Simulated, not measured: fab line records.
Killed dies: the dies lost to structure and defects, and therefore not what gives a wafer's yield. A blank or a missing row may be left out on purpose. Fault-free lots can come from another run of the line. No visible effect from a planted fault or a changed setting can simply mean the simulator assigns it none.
fab line records	flow n5Finfet
record lots=24	wafers=72	lastDay=17
route steps=1938 shown BEOL_M3@934
lots that met no fault: taken from a fault-free run of the same line
startH: hours from the record's first day to the start of the lot's first wafer shown	waitH: time in hours since the lot's previous step	" same as the row above	L1.1+2: a row that stands for several wafers	- no value present, or no start provided	* or withheld: withheld	< > ~ a bound
route shown NAME@n: a module of which the file shows steps, and the number in the route of the first	usual: the fault-free wafers' mean and standard deviation	same: alike in all rows	chamber/n: place in a boat	sites: readings site by site	_std_site: their standard deviation	_edge_site: inner sites' mean taken away from outer sites' mean	radiusMm: how far each site lies from the wafer's centre	mask NAME#n: copy n	behind: the most recent tool/chamber to have shaped the wafer	hold: why the lot went on hold/how many hours it stayed there/how the hold came to an end	device: the n, p or np transistor that did not switch	end of line: tests run on the same wafers once the route is complete	step lacking rows: just its recipe	killed: the dies lost at the first sort to structure and to defects; this is not the yield of the wafer	map: a wafer's dies, marking killed ones x, the rest . and places with no die _
set.NAME: the setting that was run; set.NAME@STEP: the one run at that earlier step	model.NAME: the simulator's own value behind a step, which no gauge read
route steps across a sampled set of lots; one table per step, one row per wafer
services: the hour from which a tool's chamber was out of use, counted from the record's first day as startH (under 0 if before that day), plus the number of hours and why
## steps
# step N5_BEOL_M3_HM_DEP_02
# recipe material=TiN	targetThkA=200	tempC=25	chamberPressurePa=0.49996
# usual throttleValvePct=30.0/0.96
lot.wafer	tool	chamber	startH	waitH	throttleValvePct
L074.4	pvdSputter-02	-	135.68	0.1	29.0
L074.5	"	-	"	"	28.7
L074.6	"	-	"	"	29.0
L075.1	pvdSputter-01	-	148.37	0.9	32.0
L075.3	"	-	"	"	30.1
L075.6	"	-	"	"	32.0
L076.1	pvdSputter-03	-	155.39	0.0	29.5
L076.3	"	-	"	"	30.1
L076.5	"	-	"	"	31.6
L077.1	pvdSputter-03	-	156.31	0.4	29.3
L077.2	"	-	"	"	29.8
L077.5	"	-	"	"	31.6
L078.1	pvdSputter-02	-	172.27	0.7	29.0
L078.3	"	-	"	"	28.8
L078.5	"	-	"	"	29.0
L079.2	pvdSputter-01	-	174.62	0.8	30.0
L079.4	"	-	"	"	29.8
L079.5	"	-	"	"	32.0
L080.1	pvdSputter-02	-	176.99	1.3	29.2
L080.4	"	-	"	"	30.2
L080.6	"	-	"	"	29.1
L081.3	pvdSputter-01	-	183.88	1.1	30.9
L081.4	"	-	"	"	31.7
L081.5	"	-	"	"	30.0
L082.2	pvdSputter-02	-	196.13	0.7	28.8
L082.3	"	-	"	"	29.0
L082.6	"	-	"	"	29.2
L083.3	pvdSputter-01	-	205.04	0.9	29.9
L083.4	"	-	"	"	30.7
L083.5	"	-	"	"	30.6
L084.4	pvdSputter-01	-	208.18	0.9	30.1
L084.5	"	-	"	"	30.1
L084.6	"	-	"	"	31.7
L085.2	pvdSputter-03	-	209.15	1.0	29.0
L085.4	"	-	"	"	29.9
L085.5	"	-	"	"	31.9
L086.1	pvdSputter-02	-	217.96	2.1	29.2
L086.2	"	-	"	"	29.9
L086.6	"	-	"	"	29.1
L087.1	pvdSputter-01	-	218.03	2.0	29.9
L087.2	"	-	"	"	32.0
L087.3	"	-	"	"	29.8
L088.1	pvdSputter-02	-	226.34	0.8	29.1
L088.4	"	-	"	"	28.7
L088.5	"	-	"	"	29.4
L089.1	pvdSputter-03	-	231.73	0.6	31.6
L089.3	"	-	"	"	29.9
L089.6	"	-	"	"	29.0
L090.3	pvdSputter-01	-	246.03	0.3	31.8
L090.4	"	-	"	"	30.7
L090.6	"	-	"	"	30.9
L091.1	pvdSputter-02	-	253.19	0.8	29.8
L091.2	"	-	"	"	28.9
L091.6	"	-	"	"	29.2
L092.1	pvdSputter-01	-	259.87	1.3	30.1
L092.2	"	-	"	"	30.8
L092.3	"	-	"	"	31.8
L093.3	pvdSputter-03	-	261.43	0.0	31.8
L093.4	"	-	"	"	30.4
L093.6	"	-	"	"	29.0
L094.1	pvdSputter-02	-	266.01	1.9	29.3
L094.4	"	-	"	"	28.9
L094.6	"	-	"	"	29.3
L095.1	pvdSputter-02	-	268.21	0.9	28.9
L095.4	"	-	"	"	29.3
L095.5	"	-	"	"	29.3
L097.2	pvdSputter-03	-	277.85	0.8	29.7
L097.3	"	-	"	"	31.9
L097.6	"	-	"	"	29.2
L096.3	pvdSputter-02	-	286.71	0.1	29.3
L096.4	"	-	"	"	29.3
L096.6	"	-	"	"	29.9
# step N5_BEOL_M3_OVL_MEAS_12
# recipe pointsPerWafer=522
# usual M3_OVL=0.2/0.67
lot.wafer	tool	chamber	startH	waitH	M3_OVL[nm]
L074.4	overlay-01	0	136.26	0.0	1.2
L074.5	"	0	"	"	1.0
L074.6	"	0	"	"	0.4
L075.1	overlay-01	0	148.79	0.0	0.4
L075.3	"	0	"	"	0.3
L075.6	"	0	"	"	0.8
L076.1	overlay-01	0	155.81	0.0	0.7
L076.3	"	0	"	"	1.4
L076.5	"	0	"	"	0.4
L077.1	overlay-02	0	156.73	0.0	-0.2
L077.2	"	0	"	"	-0.2
L077.5	"	0	"	"	1.4
L078.1	overlay-01	0	172.81	0.0	0.9
L078.3	"	0	"	"	0.8
L078.5	"	0	"	"	1.0
L079.2	overlay-01	0	175.17	0.0	0.2
L079.4	"	0	"	"	0.1
L079.5	"	0	"	"	0.5
L080.1	overlay-02	0	177.41	0.0	-0.5
L080.4	"	0	"	"	0.8
L080.6	"	0	"	"	0.4
L081.3	overlay-01	0	184.32	0.0	0.0
L081.4	"	0	"	"	-0.5
L081.5	"	0	"	"	-1.3
L082.2	overlay-02	0	196.68	0.0	0.3
L082.3	"	0	"	"	-0.6
L082.6	"	0	"	"	-0.2
L083.3	overlay-01	0	205.47	0.0	-0.2
L083.4	"	0	"	"	1.3
L083.5	"	0	"	"	0.0
L084.4	overlay-02	0	208.62	0.0	0.2
L084.5	"	0	"	"	-0.6
L084.6	"	0	"	"	-0.6
L085.2	overlay-01	0	209.57	0.0	-1.3
L085.4	"	0	"	"	-0.1
L085.5	"	0	"	"	0.5
L086.1	overlay-01	0	218.38	0.0	-0.3
L086.2	"	0	"	"	-0.8
L086.6	"	0	"	"	0.0
L087.1	overlay-02	0	218.57	0.0	0.6
L087.2	"	0	"	"	0.8
L087.3	"	0	"	"	0.6
L088.1	overlay-02	0	226.88	0.0	0.1
L088.4	"	0	"	"	-0.3
L088.5	"	0	"	"	0.8
L089.1	overlay-01	0	232.15	0.0	1.0
L089.3	"	0	"	"	1.6
L089.6	"	0	"	"	2.0
L090.3	overlay-02	0	246.46	0.0	-0.2
L090.4	"	0	"	"	-0.5
L090.6	"	0	"	"	-0.5
L091.1	overlay-02	0	253.61	0.0	0.1
L091.2	"	0	"	"	-0.1
L091.6	"	0	"	"	0.2
L092.1	overlay-02	0	260.42	0.0	0.2
L092.2	"	0	"	"	0.0
L092.3	"	0	"	"	0.1
L093.3	overlay-02	0	262.12	0.0	-0.3
L093.4	"	0	"	"	0.4
L093.6	"	0	"	"	0.4
L094.1	overlay-01	0	266.43	0.0	0.4
L094.4	"	0	"	"	0.7
L094.6	"	0	"	"	0.4
L095.1	overlay-02	0	268.75	0.0	-0.9
L095.4	"	0	"	"	-0.5
L095.5	"	0	"	"	-1.0
L097.2	overlay-02	0	278.40	0.0	-0.2
L097.3	"	0	"	"	0.2
L097.6	"	0	"	"	0.0
L096.3	overlay-01	0	287.26	0.0	0.5
L096.4	"	0	"	"	0.3
L096.6	"	0	"	"	0.5
# step N5_BEOL_M3_OVL_MEAS_29
# recipe pointsPerWafer=522
# usual V2_OVL=-0.1/0.62
lot.wafer	tool	chamber	startH	waitH	V2_OVL[nm]
L074.4	overlay-02	0	137.26	0.0	0.2
L074.5	"	0	"	"	1.0
L074.6	"	0	"	"	0.7
L075.1	overlay-01	0	150.20	0.0	0.5
L075.3	"	0	"	"	0.0
L075.6	"	0	"	"	0.3
L076.1	overlay-01	0	156.80	0.0	0.3
L076.3	"	0	"	"	0.4
L076.5	"	0	"	"	0.3
L077.1	overlay-01	0	157.76	0.0	-0.1
L077.2	"	0	"	"	-0.3
L077.5	"	0	"	"	0.1
L078.1	overlay-01	0	173.68	0.0	-0.9
L078.3	"	0	"	"	-0.7
L078.5	"	0	"	"	-0.6
L079.2	overlay-02	0	176.73	0.0	0.0
L079.4	"	0	"	"	-0.3
L079.5	"	0	"	"	-0.1
L080.1	overlay-01	0	178.52	0.0	-0.4
L080.4	"	0	"	"	-0.9
L080.6	"	0	"	"	0.6
L081.3	overlay-01	0	185.19	0.0	-0.2
L081.4	"	0	"	"	0.1
L081.5	"	0	"	"	1.0
L082.2	overlay-02	0	197.73	0.0	-0.9
L082.3	"	0	"	"	-1.0
L082.6	"	0	"	"	-0.4
L083.3	overlay-01	0	206.47	0.0	-0.3
L083.4	"	0	"	"	0.4
L083.5	"	0	"	"	-0.5
L084.4	overlay-02	0	209.50	0.1	-0.7
L084.5	"	0	"	"	-1.4
L084.6	"	0	"	"	0.3
L085.2	overlay-02	0	210.56	0.0	0.4
L085.4	"	0	"	"	-0.1
L085.5	"	0	"	"	-0.1
L086.1	overlay-01	0	219.91	0.0	-0.5
L086.2	"	0	"	"	-1.0
L086.6	"	0	"	"	-0.6
L087.1	overlay-02	0	220.09	0.0	-0.8
L087.2	"	0	"	"	0.7
L087.3	"	0	"	"	0.4
L088.1	overlay-02	0	229.17	0.0	0.2
L088.4	"	0	"	"	0.5
L088.5	"	0	"	"	0.6
L089.1	overlay-02	0	233.24	0.0	-0.6
L089.3	"	0	"	"	-1.8
L089.6	"	0	"	"	-0.7
L090.3	overlay-02	0	247.33	0.0	0.1
L090.4	"	0	"	"	0.4
L090.6	"	0	"	"	0.7
L091.1	overlay-01	0	254.74	0.0	0.1
L091.2	"	0	"	"	-0.4
L091.6	"	0	"	"	-0.9
L092.1	overlay-02	0	261.70	0.0	-0.8
L092.2	"	0	"	"	-0.2
L092.3	"	0	"	"	0.0
L093.3	overlay-02	0	263.04	0.0	0.5
L093.4	"	0	"	"	-0.7
L093.6	"	0	"	"	0.5
L094.1	overlay-02	0	267.30	0.0	0.5
L094.4	"	0	"	"	-0.1
L094.6	"	0	"	"	0.2
L095.1	overlay-01	0	269.64	0.0	1.0
L095.4	"	0	"	"	1.2
L095.5	"	0	"	"	-0.1
L097.2	overlay-01	0	279.94	0.0	-0.6
L097.3	"	0	"	"	-1.2
L097.6	"	0	"	"	-0.7
L096.3	overlay-01	0	288.36	0.0	-0.7
L096.4	"	0	"	"	0.8
L096.6	"	0	"	"	-0.2
# step N5_BEOL_M3_STRIP_36
# recipe chemistry=N2/H2	powerW=450	tempC=40	pressureMtorr=20	rfFrequencyHz=6e+07	overashFraction=0.3	biasPowerW=7	h2Frac=0.5	n2FlowSccm=200	h2FlowSccm=200
# usual drypumpMotorCurrentA=5.7/0.46	h2FlowSccm=200.0/0.59	oesProductAu=0.81/0.096	powerW=450.0/1.3	rfVppV=59.0/1.5	showerheadPlenumPTorr=2.51/0.067	throttleValvePct=23.53/0.23
lot.wafer	tool	chamber	startH	waitH	drypumpMotorCurrentA	h2FlowSccm	oesProductAu	powerW	rfHoursCounterH	rfVppV	showerheadPlenumPTorr	throttleValvePct
L074.4	rieDiel-02	0	141.20	0.0	5.9	199.7	0.72	450.4	-	57.3	2.51	23.62
L074.5	"	3	"	"	5.6	199.9	0.70	451.8	-	57.7	2.63	23.76
L074.6	"	2	"	"	6.0	200.5	1.00	451.2	-	59.2	2.49	23.52
L075.1	rieDiel-02	0	151.09	0.0	5.9	200.2	0.73	450.6	211	59.2	2.51	23.57
L075.3	"	3	"	"	5.5	200.4	0.71	449.6	198	59.1	2.63	23.77
L075.6	"	3	"	"	5.6	200.3	0.70	448.9	-	59.4	2.63	23.78
L077.1	rieDiel-01	0	163.62	0.0	5.7	199.8	0.75	447.7	144	58.9	2.65	24.07
L077.2	"	2	"	"	4.9	199.2	0.82	449.6	69	56.1	2.47	23.54
L077.5	"	3	"	"	4.7	199.3	0.83	450.6	-	60.2	2.47	23.42
L076.1	rieDiel-01	1	164.09	0.0	5.8	199.4	0.77	449.6	145	55.0	2.44	23.31
L076.3	"	0	"	"	5.7	200.1	0.75	449.1	144	60.0	2.65	24.03
L076.5	"	3	"	"	4.7	200.4	0.84	449.1	-	58.0	2.47	23.37
L078.1	rieDiel-02	3	178.14	0.0	5.6	200.6	0.69	448.7	207	58.3	2.63	23.79
L078.3	"	0	"	"	6.0	200.7	0.71	450.4	220	57.6	2.51	23.61
L078.5	"	1	"	"	6.0	201.0	0.98	451.1	-	59.3	2.48	23.30
L079.2	rieDiel-01	3	181.73	0.0	4.7	201.1	0.83	450.5	92	58.5	2.46	23.39
L079.4	"	2	"	"	5.0	200.3	0.81	451.8	74	56.7	2.47	23.51
L079.5	"	2	"	"	4.9	200.8	0.81	450.5	-	58.5	2.47	23.51
L080.1	rieDiel-02	0	181.93	0.0	5.9	199.9	0.71	449.7	222	61.1	2.51	23.65
L080.4	"	3	"	"	5.6	198.7	0.71	447.8	208	57.6	2.63	23.76
L080.6	"	1	"	"	6.0	199.6	0.98	450.0	-	59.0	2.48	23.25
L081.3	rieDiel-06	0	191.70	0.0	5.8	199.9	0.94	450.2	16	57.2	2.48	23.14
L081.4	"	3	"	"	5.9	199.9	0.83	450.3	56	56.9	2.47	23.41
L081.5	"	2	"	"	5.6	198.0	0.69	449.4	-	60.3	2.51	23.41
L082.2	rieDiel-02	1	199.14	0.0	6.1	199.4	0.96	448.7	9	58.7	2.48	23.32
L082.3	"	2	"	"	6.0	200.8	0.95	452.0	20	58.6	2.48	23.54
L082.6	"	0	"	"	5.9	200.1	0.71	448.9	-	59.7	2.51	23.64
L083.3	rieDiel-02	2	214.64	0.0	6.0	199.9	0.93	451.3	25	58.2	2.48	23.52
L083.4	"	0	"	"	5.9	199.7	0.71	450.0	231	59.6	2.50	23.62
L083.5	"	3	"	"	5.6	199.4	0.69	451.2	-	57.8	2.62	23.81
L084.4	rieDiel-06	2	214.74	0.0	5.6	200.1	0.68	450.6	-	60.0	2.51	23.46
L084.5	"	0	"	"	5.8	200.3	0.92	450.0	-	60.2	2.48	23.19
L084.6	"	3	"	"	5.9	201.0	0.84	448.5	-	59.1	2.47	23.42
L085.2	rieDiel-06	0	217.78	0.0	5.8	199.6	0.94	449.6	24	60.1	2.48	23.13
L085.4	"	0	"	"	5.8	200.7	0.92	449.0	-	59.5	2.48	23.16
L085.5	"	2	"	"	5.7	200.0	0.69	446.8	-	58.5	2.51	23.44
L086.1	rieDiel-01	0	221.16	0.0	5.7	200.5	0.74	448.8	160	60.2	2.64	24.05
L086.2	"	3	"	"	4.7	200.2	0.82	450.1	103	58.2	2.46	23.39
L086.6	"	2	"	"	5.0	199.7	0.80	451.9	-	61.0	2.47	23.55
L087.1	rieDiel-06	2	221.39	0.0	5.7	199.4	0.68	450.8	232	58.0	2.51	23.45
L087.2	"	3	"	"	5.9	200.4	0.82	450.7	66	56.9	2.46	23.42
L087.3	"	0	"	"	5.8	199.2	0.92	452.3	26	60.4	2.48	23.15
L088.1	rieDiel-06	0	231.14	0.0	5.8	200.0	0.92	448.9	32	59.7	2.48	23.17
L088.4	"	2	"	"	5.6	199.2	0.68	449.7	236	58.4	2.51	23.42
L088.5	"	3	"	"	5.9	201.3	0.83	449.7	-	56.7	2.46	23.43
L089.1	rieDiel-02	2	245.44	0.0	6.0	199.7	0.92	449.4	31	60.5	2.48	23.54
L089.3	"	3	"	"	5.6	199.0	0.68	448.6	222	58.0	2.62	23.79
L089.6	"	1	"	"	6.1	199.4	0.94	452.3	-	58.9	2.48	23.31
L090.3	rieDiel-01	3	248.51	0.0	4.7	199.2	0.80	449.3	112	59.7	2.45	23.45
L090.4	"	2	"	"	5.0	199.2	0.78	450.5	95	58.8	2.46	23.56
L090.6	"	0	"	"	5.7	199.4	0.74	449.7	-	59.9	2.64	24.06
L091.1	rieDiel-02	3	256.74	0.0	5.6	200.0	0.68	449.1	225	56.8	2.62	23.82
L091.2	"	1	"	"	6.0	200.0	0.92	449.7	23	60.1	2.48	23.34
L091.6	"	2	"	"	6.0	200.2	0.91	451.0	-	58.9	2.48	23.55
L092.1	rieDiel-01	3	263.34	0.0	4.7	199.5	0.79	451.4	118	59.3	2.45	23.44
L092.2	"	1	"	"	5.8	199.5	0.73	446.3	176	55.4	2.43	23.33
L092.3	"	0	"	"	5.7	199.5	0.74	449.5	175	60.7	2.64	24.07
L093.3	rieDiel-06	0	272.40	0.0	5.8	200.6	0.90	449.5	44	57.7	2.47	23.24
L093.4	"	1	"	"	6.6	200.1	0.85	451.6	75	55.4	2.67	23.74
L093.6	"	3	"	"	5.9	200.2	0.81	452.8	-	59.6	2.46	23.45
L094.1	rieDiel-01	2	272.53	0.0	5.0	200.6	0.79	449.6	103	57.8	2.46	23.58
L094.4	"	0	"	"	5.7	199.9	0.72	449.0	178	61.9	2.63	24.10
L094.6	"	3	"	"	4.7	200.5	0.80	449.9	-	60.5	2.45	23.44
L095.1	rieDiel-02	3	275.65	0.0	5.6	200.1	0.68	450.9	232	57.6	2.62	23.81
L095.4	"	0	"	"	6.0	200.9	0.69	447.5	247	59.0	2.50	23.64
L095.5	"	1	"	"	6.0	199.7	0.90	451.0	-	60.1	2.47	23.33
L097.2	rieDiel-02	3	286.09	0.0	5.6	201.0	0.67	448.4	236	60.6	2.61	23.83
L097.3	"	1	"	"	6.1	200.1	0.90	449.7	34	61.7	2.47	23.34
L097.6	"	2	"	"	6.0	199.6	0.88	448.4	-	58.2	2.47	23.57
L096.3	rieDiel-01	3	294.31	0.0	4.7	200.3	0.78	452.9	128	58.2	2.45	23.44
L096.4	"	3	"	"	4.7	199.7	0.79	449.9	-	59.5	2.45	23.48
L096.6	"	1	"	"	5.8	200.3	0.72	449.2	-	58.6	2.42	23.35
# step N5_BEOL_M3_CD_MEAS_35
# recipe targetCdNm=18	targetCdYNm=21	polarity=opening
# usual cdNm=18.04/0.28
lot.wafer	tool	chamber	startH	waitH	cdNm
L074.4	cdSem-02	-	141.53	0.0	17.75
L074.5	"	-	"	"	18.08
L074.6	"	-	"	"	18.18
L075.1	cdSem-02	-	151.48	0.0	18.22
L075.3	"	-	"	"	18.23
L075.6	"	-	"	"	18.42
L077.1	cdSem-02	-	163.97	0.0	18.31
L077.2	"	-	"	"	18.00
L077.5	"	-	"	"	17.91
L076.1	cdSem-03	-	164.44	0.0	17.85
L076.3	"	-	"	"	18.22
L076.5	"	-	"	"	17.71
L078.1	cdSem-01	-	178.48	0.0	17.76
L078.3	"	-	"	"	17.83
L078.5	"	-	"	"	17.92
L079.2	cdSem-01	-	182.08	0.0	17.96
L079.4	"	-	"	"	18.25
L079.5	"	-	"	"	17.99
L080.1	cdSem-01	-	182.28	0.0	18.18
L080.4	"	-	"	"	17.79
L080.6	"	-	"	"	18.00
L081.3	cdSem-03	-	192.05	0.0	18.40
L081.4	"	-	"	"	18.11
L081.5	"	-	"	"	17.82
L082.2	cdSem-02	-	199.50	0.0	18.19
L082.3	"	-	"	"	17.77
L082.6	"	-	"	"	18.16
L083.3	cdSem-03	-	214.99	0.0	17.87
L083.4	"	-	"	"	18.42
L083.5	"	-	"	"	18.01
L084.4	cdSem-03	-	215.07	0.0	18.44
L084.5	"	-	"	"	18.79
L084.6	"	-	"	"	18.03
L085.2	cdSem-02	-	218.13	0.0	18.29
L085.4	"	-	"	"	18.52
L085.5	"	-	"	"	18.04
L086.1	cdSem-03	-	221.51	0.0	17.95
L086.2	"	-	"	"	17.97
L086.6	"	-	"	"	18.45
L087.1	cdSem-03	-	221.83	0.0	17.40
L087.2	"	-	"	"	17.82
L087.3	"	-	"	"	17.89
L088.1	cdSem-03	-	231.58	0.0	18.74
L088.4	"	-	"	"	17.88
L088.5	"	-	"	"	17.95
L089.1	cdSem-02	-	245.79	0.0	17.50
L089.3	"	-	"	"	18.22
L089.6	"	-	"	"	18.18
L090.3	cdSem-02	-	248.86	0.0	18.20
L090.4	"	-	"	"	17.92
L090.6	"	-	"	"	18.37
L091.1	cdSem-03	-	257.09	0.0	17.81
L091.2	"	-	"	"	17.39
L091.6	"	-	"	"	17.74
L092.1	cdSem-02	-	263.68	0.0	18.03
L092.2	"	-	"	"	18.15
L092.3	"	-	"	"	17.94
L093.3	cdSem-02	-	272.75	0.0	17.90
L093.4	"	-	"	"	18.26
L093.6	"	-	"	"	18.05
L094.1	cdSem-01	-	272.87	0.0	18.33
L094.4	"	-	"	"	17.85
L094.6	"	-	"	"	17.98
L095.1	cdSem-01	-	276.00	0.0	17.87
L095.4	"	-	"	"	17.82
L095.5	"	-	"	"	17.70
L097.2	cdSem-03	-	286.44	0.0	17.83
L097.3	"	-	"	"	17.80
L097.6	"	-	"	"	17.74
L096.3	cdSem-02	-	294.66	0.0	17.97
L096.4	"	-	"	"	18.06
L096.6	"	-	"	"	18.40
# step N5_BEOL_M3_ANNEAL_82
# recipe tempC=400	timeS=240	ambient=vacuum
# usual heaterPowerW=877/75	susceptor_temp_C_max=401.0/0.33
# same timeS=240
lot.wafer	tool	chamber	startH	waitH	heaterPowerW	susceptor_temp_C_max
L074.4	pvdSputter-01	-	143.08	0.0	864	401.3
L074.5	"	-	"	"	842	400.5
L074.6	"	-	"	"	847	400.8
L075.1	pvdSputter-02	-	154.48	0.0	784	401.0
L075.3	"	-	"	"	939	401.9
L075.6	"	-	"	"	917	401.1
L077.1	pvdSputter-02	-	165.91	0.0	1108	401.3
L077.2	"	-	"	"	786	401.0
L077.5	"	-	"	"	921	401.2
L076.1	pvdSputter-01	-	166.37	0.0	857	400.7
L076.3	"	-	"	"	842	401.2
L076.5	"	-	"	"	869	401.1
L078.1	pvdSputter-03	-	180.43	0.0	813	400.9
L078.3	"	-	"	"	881	400.9
L078.5	"	-	"	"	831	400.8
L080.1	pvdSputter-01	-	184.50	0.0	844	400.9
L080.4	"	-	"	"	894	400.6
L080.6	"	-	"	"	836	401.4
L079.2	pvdSputter-01	-	186.44	0.0	875	400.7
L079.4	"	-	"	"	850	401.2
L079.5	"	-	"	"	830	400.9
L081.3	pvdSputter-02	-	193.53	0.0	1094	401.4
L081.4	"	-	"	"	906	400.9
L081.5	"	-	"	"	898	400.8
L082.2	pvdSputter-03	-	201.31	0.0	831	400.9
L082.3	"	-	"	"	868	401.0
L082.6	"	-	"	"	788	401.3
L083.3	pvdSputter-02	-	216.48	0.0	866	400.6
L083.4	"	-	"	"	790	401.3
L083.5	"	-	"	"	1046	401.8
L084.4	pvdSputter-03	-	217.65	0.0	821	401.1
L084.5	"	-	"	"	826	401.0
L084.6	"	-	"	"	817	400.9
L085.2	pvdSputter-01	-	219.83	0.0	836	401.0
L085.4	"	-	"	"	867	400.4
L085.5	"	-	"	"	843	401.0
L086.1	pvdSputter-01	-	222.83	0.0	862	400.5
L086.2	"	-	"	"	850	400.8
L086.6	"	-	"	"	867	401.0
L087.1	pvdSputter-01	-	224.67	0.0	882	400.7
L087.2	"	-	"	"	831	401.3
L087.3	"	-	"	"	870	401.0
L088.1	pvdSputter-01	-	233.12	0.0	843	400.8
L088.4	"	-	"	"	829	400.7
L088.5	"	-	"	"	829	401.5
L089.1	pvdSputter-01	-	247.39	0.0	887	400.6
L089.3	"	-	"	"	837	400.3
L089.6	"	-	"	"	878	400.6
L090.3	pvdSputter-03	-	250.41	0.0	934	401.0
L090.4	"	-	"	"	820	401.4
L090.6	"	-	"	"	856	401.1
L091.1	pvdSputter-01	-	258.43	0.0	843	401.3
L091.2	"	-	"	"	856	401.0
L091.6	"	-	"	"	873	400.6
L092.1	pvdSputter-02	-	266.79	0.0	797	400.8
L092.2	"	-	"	"	913	401.1
L092.3	"	-	"	"	871	400.9
L093.3	pvdSputter-02	-	274.67	0.0	801	400.4
L093.4	"	-	"	"	1088	401.3
L093.6	"	-	"	"	792	400.8
L094.1	pvdSputter-01	-	276.20	0.0	846	400.4
L094.4	"	-	"	"	842	401.4
L094.6	"	-	"	"	880	400.9
L095.1	pvdSputter-02	-	277.48	0.0	1092	401.3
L095.4	"	-	"	"	850	401.0
L095.5	"	-	"	"	840	401.2
L097.2	pvdSputter-02	-	287.81	0.0	859	400.4
L097.3	"	-	"	"	783	401.1
L097.6	"	-	"	"	852	401.1
L096.3	pvdSputter-02	-	296.04	0.0	793	401.0
L096.4	"	-	"	"	1070	401.3
L096.6	"	-	"	"	783	400.7
## services
tool	chamber	startH	hours	kind
rieDiel-02	2	112.90	-	clean
rieDiel-02	2	112.90	-	consumableReplace:focusRing
rieDiel-02	2	112.90	18.0	scheduledDown
rieDiel-02	2	112.90	18.0	ventCycle
rieDiel-06	0	115.84	5.3	repair
rieDiel-06	0	121.19	-	clean
rieDiel-06	0	121.19	-	consumableReplace:focusRing
rieDiel-06	0	121.19	21.9	scheduledDown
rieDiel-06	0	121.19	21.9	ventCycle
rieDiel-06	1	128.14	16.7	repair
rieDiel-02	1	131.21	-	clean
rieDiel-02	1	131.21	-	consumableReplace:focusRing
pvdSputter-03	-	131.77	0.5	repair
rieDiel-02	2	132.32	6.3	repair
pvdSputter-03	-	135.06	2.9	repair
rieDiel-06	2	142.69	23.3	repair
rieDiel-02	-	215.56	14.6	pm
rieDiel-01	-	231.04	0.4	repair
rieDiel-06	-	276.05	14.6	pm
rieDiel-02	-	279.98	0.2	repair
rieDiel-02	0	283.46	-	clean
rieDiel-02	0	283.46	-	consumableReplace:focusRing
rieDiel-02	0	283.46	27.3	scheduledDown
rieDiel-02	0	283.46	27.3	ventCycle
## key
fault none
